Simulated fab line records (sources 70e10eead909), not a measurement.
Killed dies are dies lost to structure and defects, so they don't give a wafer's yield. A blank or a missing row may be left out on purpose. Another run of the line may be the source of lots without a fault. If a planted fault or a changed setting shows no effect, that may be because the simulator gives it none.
Which tool did it? || flow nand_harc || 72 wafers from 24 lots sampled at 2 of the route's 1302 steps

## WHAT THE GAUGES SHOWED, per wafer
NHARC_A_CHANNEL_HOLE_D2_CD_MEAS_10: target cd 100 nm.
{"lot": "L075", "measured": "day 13 04:14", "on": "cd_sem-03", "cd_nm (nm)": "99.9 100.4 99.2"}
{"lot": "L074", "measured": "day 13 05:23", "on": "cd_sem-03", "cd_nm (nm)": "100.1 100.3 99.8"}
{"lot": "L076", "measured": "day 14 03:58", "on": "cd_sem-03", "cd_nm (nm)": "99.2 99.7 99.8"}
{"lot": "L077", "measured": "day 14 03:03", "on": "cd_sem-03", "cd_nm (nm)": "100.2 100.9 99.6"}
{"lot": "L078", "measured": "day 14 09:11", "on": "cd_sem-03", "cd_nm (nm)": "99.9 100.0 100.1"}
{"lot": "L079", "measured": "day 15 06:59", "on": "cd_sem-02", "cd_nm (nm)": "100.1 99.8 100.0"}
{"lot": "L080", "measured": "day 15 00:25", "on": "cd_sem-02", "cd_nm (nm)": "100.3 99.8 100.7"}
{"lot": "L081", "measured": "day 15 16:19", "on": "cd_sem-03", "cd_nm (nm)": "99.6 99.9 100.5"}
{"lot": "L082", "measured": "day 16 10:14", "on": "cd_sem-03", "cd_nm (nm)": "99.6 100.6 99.6"}
{"lot": "L083", "measured": "day 16 12:29", "on": "cd_sem-02", "cd_nm (nm)": "100.4 100.2 100.1"}
{"lot": "L084", "measured": "day 17 17:23", "on": "cd_sem-03", "cd_nm (nm)": "100.0 99.1 99.6"}
{"lot": "L085", "measured": "day 17 21:50", "on": "cd_sem-02", "cd_nm (nm)": "100.0 99.5 99.6"}
{"lot": "L086", "measured": "day 17 23:44", "on": "cd_sem-03", "cd_nm (nm)": "99.5 99.8 99.8"}
{"lot": "L087", "measured": "day 17 22:58", "on": "cd_sem-02", "cd_nm (nm)": "99.9 99.9 99.5"}
{"lot": "L089", "measured": "day 19 09:19", "on": "cd_sem-02", "cd_nm (nm)": "100.3 100.2 100.0"}
{"lot": "L088", "measured": "day 19 07:18", "on": "cd_sem-03", "cd_nm (nm)": "100.1 100.6 100.4"}
{"lot": "L090", "measured": "day 19 23:32", "on": "cd_sem-02", "cd_nm (nm)": "101.2 100.8 100.1"}
{"lot": "L091", "measured": "day 20 02:09", "on": "cd_sem-03", "cd_nm (nm)": "99.9 100.4 99.7"}
{"lot": "L092", "measured": "day 20 13:22", "on": "cd_sem-02", "cd_nm (nm)": "100.3 99.3 100.7"}
{"lot": "L093", "measured": "day 20 13:35", "on": "cd_sem-02", "cd_nm (nm)": "99.7 100.5 100.3"}
{"lot": "L094", "measured": "day 21 19:34", "on": "cd_sem-03", "cd_nm (nm)": "100.4 100.2 99.9"}
{"lot": "L095", "measured": "day 21 19:10", "on": "cd_sem-03", "cd_nm (nm)": "99.8 100.3 100.1"}
{"lot": "L096", "measured": "day 22 07:05", "on": "cd_sem-01", "cd_nm (nm)": "99.4 99.3 99.0"}
{"lot": "L097", "measured": "day 22 06:49", "on": "cd_sem-01", "cd_nm (nm)": "100.0 100.1 100.2"}

## TOOL THAT RAN EACH LOT (tool first, then ch and the chambers of the sampled wafers, then the start)
{"lot": "L075", "NHARC_A_CHANNEL_HOLE_D1_STRIP_27": "rie_diel-09 ch 1,2,3, day 13 04:14 or earlier"}
{"lot": "L074", "NHARC_A_CHANNEL_HOLE_D1_STRIP_27": "rie_diel-01 ch 0,1,2, day 13 05:23 or earlier"}
{"lot": "L076", "NHARC_A_CHANNEL_HOLE_D1_STRIP_27": "rie_diel-02 ch 0,2,3, day 14 03:58 or earlier"}
{"lot": "L077", "NHARC_A_CHANNEL_HOLE_D1_STRIP_27": "rie_diel-09 ch 1,2, day 14 03:03 or earlier"}
{"lot": "L078", "NHARC_A_CHANNEL_HOLE_D1_STRIP_27": "rie_diel-01 ch 1,2,3, day 14 09:11 or earlier"}
{"lot": "L079", "NHARC_A_CHANNEL_HOLE_D1_STRIP_27": "rie_diel-09 ch 0,1,2, day 15 06:59 or earlier"}
{"lot": "L080", "NHARC_A_CHANNEL_HOLE_D1_STRIP_27": "rie_diel-01 ch 0,1,3, day 15 00:25 or earlier"}
{"lot": "L081", "NHARC_A_CHANNEL_HOLE_D1_STRIP_27": "rie_diel-01 ch 0,2,3, day 15 16:19 or earlier"}
{"lot": "L082", "NHARC_A_CHANNEL_HOLE_D1_STRIP_27": "rie_diel-01 ch 0,1,3, day 16 10:14 or earlier"}
{"lot": "L083", "NHARC_A_CHANNEL_HOLE_D1_STRIP_27": "rie_diel-09 ch 0,1, day 16 12:29 or earlier"}
{"lot": "L084", "NHARC_A_CHANNEL_HOLE_D1_STRIP_27": "rie_diel-01 ch 0,1,3, day 17 17:23 or earlier"}
{"lot": "L085", "NHARC_A_CHANNEL_HOLE_D1_STRIP_27": "rie_diel-01 ch 0,3, day 17 21:50 or earlier"}
{"lot": "L086", "NHARC_A_CHANNEL_HOLE_D1_STRIP_27": "rie_diel-02 ch 0,2, day 17 23:44 or earlier"}
{"lot": "L087", "NHARC_A_CHANNEL_HOLE_D1_STRIP_27": "rie_diel-02 ch 1,3, day 17 22:58 or earlier"}
{"lot": "L089", "NHARC_A_CHANNEL_HOLE_D1_STRIP_27": "rie_diel-01 ch 0,1,3, day 19 09:19 or earlier"}
{"lot": "L088", "NHARC_A_CHANNEL_HOLE_D1_STRIP_27": "rie_diel-02 ch 2,3, day 19 07:18 or earlier"}
{"lot": "L090", "NHARC_A_CHANNEL_HOLE_D1_STRIP_27": "rie_diel-01 ch 0,1,3, day 19 23:32 or earlier"}
{"lot": "L091", "NHARC_A_CHANNEL_HOLE_D1_STRIP_27": "rie_diel-01 ch 1,2,3, day 20 02:09 or earlier"}
{"lot": "L092", "NHARC_A_CHANNEL_HOLE_D1_STRIP_27": "rie_diel-01 ch 0,2, day 20 13:22 or earlier"}
{"lot": "L093", "NHARC_A_CHANNEL_HOLE_D1_STRIP_27": "rie_diel-01 ch 0,1,3, day 20 13:35 or earlier"}
{"lot": "L094", "NHARC_A_CHANNEL_HOLE_D1_STRIP_27": "rie_diel-01 ch 0,1, day 21 19:34 or earlier"}
{"lot": "L095", "NHARC_A_CHANNEL_HOLE_D1_STRIP_27": "rie_diel-01 ch 1,2,3, day 21 19:10 or earlier"}
{"lot": "L096", "NHARC_A_CHANNEL_HOLE_D1_STRIP_27": "rie_diel-01 ch 0,1, day 22 07:05 or earlier"}
{"lot": "L097", "NHARC_A_CHANNEL_HOLE_D1_STRIP_27": "rie_diel-01 ch 1,2,3, day 22 06:49 or earlier"}
- NHARC_A_CHANNEL_HOLE_D1_STRIP_27: strips in O2.

## AS READ BY THE TOOLS THEMSELVES (means over the sampled wafers that have a number; for cases with no such wafer, the mark the record gives instead)
NHARC_A_CHANNEL_HOLE_D1_STRIP_27.
{"lot": "L075", "tool": "rie_diel-09", "drypump_motor_current_A (A)": 6.1, "oes_product_au (a.u.)": 1.005, "rf_vpp_V (V)": 57.3, "showerhead_plenum_p_Torr (Torr)": 3.47, "throttle_valve_pct (%)": 17.043}
{"lot": "L074", "tool": "rie_diel-01", "drypump_motor_current_A (A)": 6.3, "oes_product_au (a.u.)": 0.998, "rf_vpp_V (V)": 56.8, "showerhead_plenum_p_Torr (Torr)": 3.49, "throttle_valve_pct (%)": 17.043}
{"lot": "L076", "tool": "rie_diel-02", "drypump_motor_current_A (A)": 6.0, "oes_product_au (a.u.)": 1.004, "rf_vpp_V (V)": 57.1, "showerhead_plenum_p_Torr (Torr)": 3.33, "throttle_valve_pct (%)": 17.032}
{"lot": "L077", "tool": "rie_diel-09", "drypump_motor_current_A (A)": 6.2, "oes_product_au (a.u.)": 1.007, "rf_vpp_V (V)": 57.1, "showerhead_plenum_p_Torr (Torr)": 3.40, "throttle_valve_pct (%)": 17.030}
{"lot": "L078", "tool": "rie_diel-01", "drypump_motor_current_A (A)": 6.2, "oes_product_au (a.u.)": 0.995, "rf_vpp_V (V)": 58.5, "showerhead_plenum_p_Torr (Torr)": 3.54, "throttle_valve_pct (%)": 17.034}
{"lot": "L079", "tool": "rie_diel-09", "drypump_motor_current_A (A)": 6.1, "oes_product_au (a.u.)": 1.008, "rf_vpp_V (V)": 57.0, "showerhead_plenum_p_Torr (Torr)": 3.45, "throttle_valve_pct (%)": 17.044}
{"lot": "L080", "tool": "rie_diel-01", "drypump_motor_current_A (A)": 6.1, "oes_product_au (a.u.)": 0.999, "rf_vpp_V (V)": 58.3, "showerhead_plenum_p_Torr (Torr)": 3.54, "throttle_valve_pct (%)": 17.037}
{"lot": "L081", "tool": "rie_diel-01", "drypump_motor_current_A (A)": 6.0, "oes_product_au (a.u.)": 1.004, "rf_vpp_V (V)": 58.1, "showerhead_plenum_p_Torr (Torr)": 3.50, "throttle_valve_pct (%)": 17.045}
{"lot": "L082", "tool": "rie_diel-01", "drypump_motor_current_A (A)": 6.1, "oes_product_au (a.u.)": 1.002, "rf_vpp_V (V)": 58.2, "showerhead_plenum_p_Torr (Torr)": 3.54, "throttle_valve_pct (%)": 17.038}
{"lot": "L083", "tool": "rie_diel-09", "drypump_motor_current_A (A)": 6.1, "oes_product_au (a.u.)": 1.010, "rf_vpp_V (V)": 58.1, "showerhead_plenum_p_Torr (Torr)": 3.50, "throttle_valve_pct (%)": 17.036}
{"lot": "L084", "tool": "rie_diel-01", "drypump_motor_current_A (A)": 6.1, "oes_product_au (a.u.)": 1.002, "rf_vpp_V (V)": 57.9, "showerhead_plenum_p_Torr (Torr)": 3.54, "throttle_valve_pct (%)": 17.035}
{"lot": "L085", "tool": "rie_diel-01", "drypump_motor_current_A (A)": 5.9, "oes_product_au (a.u.)": 0.999, "rf_vpp_V (V)": 58.1, "showerhead_plenum_p_Torr (Torr)": 3.50, "throttle_valve_pct (%)": 17.046}
{"lot": "L086", "tool": "rie_diel-02", "drypump_motor_current_A (A)": 6.4, "oes_product_au (a.u.)": 1.004, "rf_vpp_V (V)": 57.9, "showerhead_plenum_p_Torr (Torr)": 3.79, "throttle_valve_pct (%)": 17.025}
{"lot": "L087", "tool": "rie_diel-02", "drypump_motor_current_A (A)": 5.6, "oes_product_au (a.u.)": 0.998, "rf_vpp_V (V)": 57.0, "showerhead_plenum_p_Torr (Torr)": 3.49, "throttle_valve_pct (%)": 17.034}
{"lot": "L089", "tool": "rie_diel-01", "drypump_motor_current_A (A)": 6.1, "oes_product_au (a.u.)": 1.002, "rf_vpp_V (V)": 57.5, "showerhead_plenum_p_Torr (Torr)": 3.54, "throttle_valve_pct (%)": 17.032}
{"lot": "L088", "tool": "rie_diel-02", "drypump_motor_current_A (A)": 6.2, "oes_product_au (a.u.)": 0.996, "rf_vpp_V (V)": 57.3, "showerhead_plenum_p_Torr (Torr)": 3.66, "throttle_valve_pct (%)": 17.042}
{"lot": "L090", "tool": "rie_diel-01", "drypump_motor_current_A (A)": 6.1, "oes_product_au (a.u.)": 0.993, "rf_vpp_V (V)": 57.6, "showerhead_plenum_p_Torr (Torr)": 3.54, "throttle_valve_pct (%)": 17.047}
{"lot": "L091", "tool": "rie_diel-01", "drypump_motor_current_A (A)": 6.2, "oes_product_au (a.u.)": 0.987, "rf_vpp_V (V)": 57.3, "showerhead_plenum_p_Torr (Torr)": 3.53, "throttle_valve_pct (%)": 17.031}
{"lot": "L092", "tool": "rie_diel-01", "drypump_motor_current_A (A)": 6.2, "oes_product_au (a.u.)": 0.999, "rf_vpp_V (V)": 57.7, "showerhead_plenum_p_Torr (Torr)": 3.45, "throttle_valve_pct (%)": 17.035}
{"lot": "L093", "tool": "rie_diel-01", "drypump_motor_current_A (A)": 6.1, "oes_product_au (a.u.)": 1.011, "rf_vpp_V (V)": 58.0, "showerhead_plenum_p_Torr (Torr)": 3.54, "throttle_valve_pct (%)": 17.039}
{"lot": "L094", "tool": "rie_diel-01", "drypump_motor_current_A (A)": 6.5, "oes_product_au (a.u.)": 1.017, "rf_vpp_V (V)": 57.8, "showerhead_plenum_p_Torr (Torr)": 3.53, "throttle_valve_pct (%)": 17.032}
{"lot": "L095", "tool": "rie_diel-01", "drypump_motor_current_A (A)": 6.2, "oes_product_au (a.u.)": 0.991, "rf_vpp_V (V)": 58.1, "showerhead_plenum_p_Torr (Torr)": 3.53, "throttle_valve_pct (%)": 17.034}
{"lot": "L096", "tool": "rie_diel-01", "drypump_motor_current_A (A)": 6.5, "oes_product_au (a.u.)": 1.005, "rf_vpp_V (V)": 57.8, "showerhead_plenum_p_Torr (Torr)": 3.53, "throttle_valve_pct (%)": 17.041}
{"lot": "L097", "tool": "rie_diel-01", "drypump_motor_current_A (A)": 6.1, "oes_product_au (a.u.)": 0.993, "rf_vpp_V (V)": 57.3, "showerhead_plenum_p_Torr (Torr)": 3.53, "throttle_valve_pct (%)": 17.036}

## THE ANSWER, worked out from the rows above alone
Rule: usual is defined by the lots themselves. The widest of any qualifying gaps counts: lots, ordered by their means at a reading, are off when they make up no more than a third of the lots, leave a main group of 4 or more, and stand apart from it by 3 or more times the standard deviation of that group's means. If all means in a main group match to the digits the tables above print for the reading, that group is not used. A lot without any number at a reading at which 4 lots or more have one is off too. Any other lot the step has rows for is counted as sound. Order of review: gauges by route order, followed by the tools' own readings, for which a lot's mean as printed above is used. At the first step where some lot is off, the reading lying furthest off is the one used; lots without a number count as furthest.
Across all readings shown, no lot is off: no conclusion can be drawn from this.

## WHAT THE SIMULATOR HAD INSERTED
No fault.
